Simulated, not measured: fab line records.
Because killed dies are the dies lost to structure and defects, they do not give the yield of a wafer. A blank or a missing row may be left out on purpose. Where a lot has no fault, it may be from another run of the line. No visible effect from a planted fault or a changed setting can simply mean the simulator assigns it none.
Split-lot trial / flow n5-finfet / route with 1938 steps; 7 lots, 21 wafers read

THE SPLIT
At N5_BEOL_M3_COAT_05 (resist thk 30 nm), the setting spin-rpm was moved away from the recipe's 1500 rpm on 5 of the 21 wafers read, by -8.7% to +10.5%. The other wafers ran this setting at the recipe's value.

FROM THE SPLIT TO THE READING: what the file shows between them, 5 steps
- N5_BEOL_M3_EBR_07
- N5_BEOL_M3_SOFTBAKE_06: time 60 s
- N5_BEOL_M3_EXPOSE_08: exposes mask M3
- N5_BEOL_M3_PEB_09: peb time 60 s
- N5_BEOL_M3_DEVELOP_10: develop time 30 s

THE READING
CAR-EUV_of_BEOL_M3_COAT_05.thk-nm (the simulator's own value, which no gauge read), in nm, at N5_BEOL_M3_DESCUM_16 (chemistry O2, time 7 s). The file gives no usual value for it. Here, 16 wafers ran the recipe; their average is 26.1 nm with a standard deviation of 0.087 nm.

wafer=L076.1; tool, chamber at the split=litho-track-05, 0; spin-rpm as run, rpm=1617; against the recipe=+7.8%; CAR-EUV_of_BEOL_M3_COAT_05.thk-nm, nm=25; against lot-mates on the recipe=-1.0
wafer=L076.3; tool, chamber at the split=litho-track-05, 0; spin-rpm as run, rpm=1500; against the recipe=recipe; CAR-EUV_of_BEOL_M3_COAT_05.thk-nm, nm=26; against lot-mates on the recipe=-
wafer=L076.5; tool, chamber at the split=litho-track-05, 0; spin-rpm as run, rpm=1500; against the recipe=recipe; CAR-EUV_of_BEOL_M3_COAT_05.thk-nm, nm=26; against lot-mates on the recipe=-
wafer=L078.4; tool, chamber at the split=litho-track-05, 0; spin-rpm as run, rpm=1500; against the recipe=recipe; CAR-EUV_of_BEOL_M3_COAT_05.thk-nm, nm=26.2; against lot-mates on the recipe=-
wafer=L078.5; tool, chamber at the split=litho-track-05, 0; spin-rpm as run, rpm=1500; against the recipe=recipe; CAR-EUV_of_BEOL_M3_COAT_05.thk-nm, nm=26.2; against lot-mates on the recipe=-
wafer=L078.6; tool, chamber at the split=litho-track-05, 0; spin-rpm as run, rpm=1500; against the recipe=recipe; CAR-EUV_of_BEOL_M3_COAT_05.thk-nm, nm=26.2; against lot-mates on the recipe=-
wafer=L080.2; tool, chamber at the split=litho-track-01, 0; spin-rpm as run, rpm=1500; against the recipe=recipe; CAR-EUV_of_BEOL_M3_COAT_05.thk-nm, nm=26; against lot-mates on the recipe=-
wafer=L080.4; tool, chamber at the split=litho-track-01, 0; spin-rpm as run, rpm=1500; against the recipe=recipe; CAR-EUV_of_BEOL_M3_COAT_05.thk-nm, nm=26; against lot-mates on the recipe=-
wafer=L080.6; tool, chamber at the split=litho-track-01, 0; spin-rpm as run, rpm=1500; against the recipe=recipe; CAR-EUV_of_BEOL_M3_COAT_05.thk-nm, nm=26; against lot-mates on the recipe=-
wafer=L081.4; tool, chamber at the split=litho-track-01, 0; spin-rpm as run, rpm=1500; against the recipe=recipe; CAR-EUV_of_BEOL_M3_COAT_05.thk-nm, nm=26; against lot-mates on the recipe=-
wafer=L081.5; tool, chamber at the split=litho-track-01, 0; spin-rpm as run, rpm=1500; against the recipe=recipe; CAR-EUV_of_BEOL_M3_COAT_05.thk-nm, nm=26; against lot-mates on the recipe=-
wafer=L081.6; tool, chamber at the split=litho-track-01, 0; spin-rpm as run, rpm=1500; against the recipe=recipe; CAR-EUV_of_BEOL_M3_COAT_05.thk-nm, nm=26; against lot-mates on the recipe=-
wafer=L084.1; tool, chamber at the split=litho-track-05, 0; spin-rpm as run, rpm=1500; against the recipe=recipe; CAR-EUV_of_BEOL_M3_COAT_05.thk-nm, nm=26; against lot-mates on the recipe=-
wafer=L084.4; tool, chamber at the split=litho-track-05, 0; spin-rpm as run, rpm=1500; against the recipe=recipe; CAR-EUV_of_BEOL_M3_COAT_05.thk-nm, nm=26; against lot-mates on the recipe=-
wafer=L084.6; tool, chamber at the split=litho-track-05, 0; spin-rpm as run, rpm=1500; against the recipe=recipe; CAR-EUV_of_BEOL_M3_COAT_05.thk-nm, nm=26.2; against lot-mates on the recipe=-
wafer=L086.2; tool, chamber at the split=litho-track-01, 0; spin-rpm as run, rpm=1657; against the recipe=+10.5%; CAR-EUV_of_BEOL_M3_COAT_05.thk-nm, nm=24.4; against lot-mates on the recipe=-1.6
wafer=L086.5; tool, chamber at the split=litho-track-01, 0; spin-rpm as run, rpm=1657; against the recipe=+10.5%; CAR-EUV_of_BEOL_M3_COAT_05.thk-nm, nm=24.4; against lot-mates on the recipe=-1.6
wafer=L086.6; tool, chamber at the split=litho-track-01, 0; spin-rpm as run, rpm=1500; against the recipe=recipe; CAR-EUV_of_BEOL_M3_COAT_05.thk-nm, nm=26; against lot-mates on the recipe=-
wafer=L092.2; tool, chamber at the split=litho-track-01, 0; spin-rpm as run, rpm=1369; against the recipe=-8.7%; CAR-EUV_of_BEOL_M3_COAT_05.thk-nm, nm=27.6; against lot-mates on the recipe=+1.6
wafer=L092.3; tool, chamber at the split=litho-track-01, 0; spin-rpm as run, rpm=1369; against the recipe=-8.7%; CAR-EUV_of_BEOL_M3_COAT_05.thk-nm, nm=27.6; against lot-mates on the recipe=+1.6
wafer=L092.4; tool, chamber at the split=litho-track-01, 0; spin-rpm as run, rpm=1500; against the recipe=recipe; CAR-EUV_of_BEOL_M3_COAT_05.thk-nm, nm=26; against lot-mates on the recipe=-

FIT RESULTS
A straight line over all 21 wafers: CAR-EUV_of_BEOL_M3_COAT_05.thk-nm changes by -0.162 nm for each +1% of spin-rpm; r = -0.99; the points scatter about the line by 0.1 nm.
The same after taking each lot's own level away (the mean of its wafers on the recipe; 21 wafers): -0.161 nm for each +1%; r = -0.99; scatter 0.089 nm.
Per that fit: largest spin-rpm move, reading shift of 1.7 nm.
Across the lots, their own levels run from 26.00 to 26.20 nm, a range of 2.3 times the standard deviation given above.
So the lot-to-lot level changes the slope little: the two slopes agree.
Check: -1.67 nm against its lot-mates is what the line predicts for one of the wafers moved furthest among these (+10.5%) when that wafer is left out of the fit. It came out at -1.6 nm against them.

OTHER SPLITS APPLIED TO THESE WAFERS
These wafers also went through other splits before the reading. Each is held against what the fit with the lots' levels taken away leaves over:
other split on the same wafers=N5_BEOL_M2_DESCUM_33 time-s; wafers away from the commonest value=9; r with CAR-EUV_of_BEOL_M3_COAT_05.thk-nm (lot level and that fit taken away)=+0.11
other split on the same wafers=N5_BEOL_M2_VIA_ETCH_34 time-s; wafers away from the commonest value=7; r with CAR-EUV_of_BEOL_M3_COAT_05.thk-nm (lot level and that fit taken away)=+0.27

THE WHOLE CHAIN: every reading that the file lists as answering this split, in the file's order
step=N5_BEOL_M3_COAT_05; what it does=resist thk 30 nm; reading=CAR-EUV_of_BEOL_M3_COAT_05.thk-nm (the simulator's own value, which no gauge read); change (the file's fit)=-0.147 nm for each +1% of the setting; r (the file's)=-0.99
step=N5_BEOL_M3_DEVELOP_10; what it does=develop time 30 s; reading=CAR-EUV_of_BEOL_M3_COAT_05.thk-nm (the simulator's own value, which no gauge read); change (the file's fit)=-0.141 nm for each +1% of the setting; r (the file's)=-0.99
step=N5_BEOL_M3_DESCUM_16; what it does=chemistry O2, time 7 s; reading=CAR-EUV_of_BEOL_M3_COAT_05.thk-nm (the simulator's own value, which no gauge read); change (the file's fit)=-0.156 nm for each +1% of the setting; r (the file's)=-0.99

THE FILE'S OWN FIT
CAR-EUV_of_BEOL_M3_COAT_05.thk-nm changes by -0.156 nm for each +1% of spin-rpm, r = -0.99.
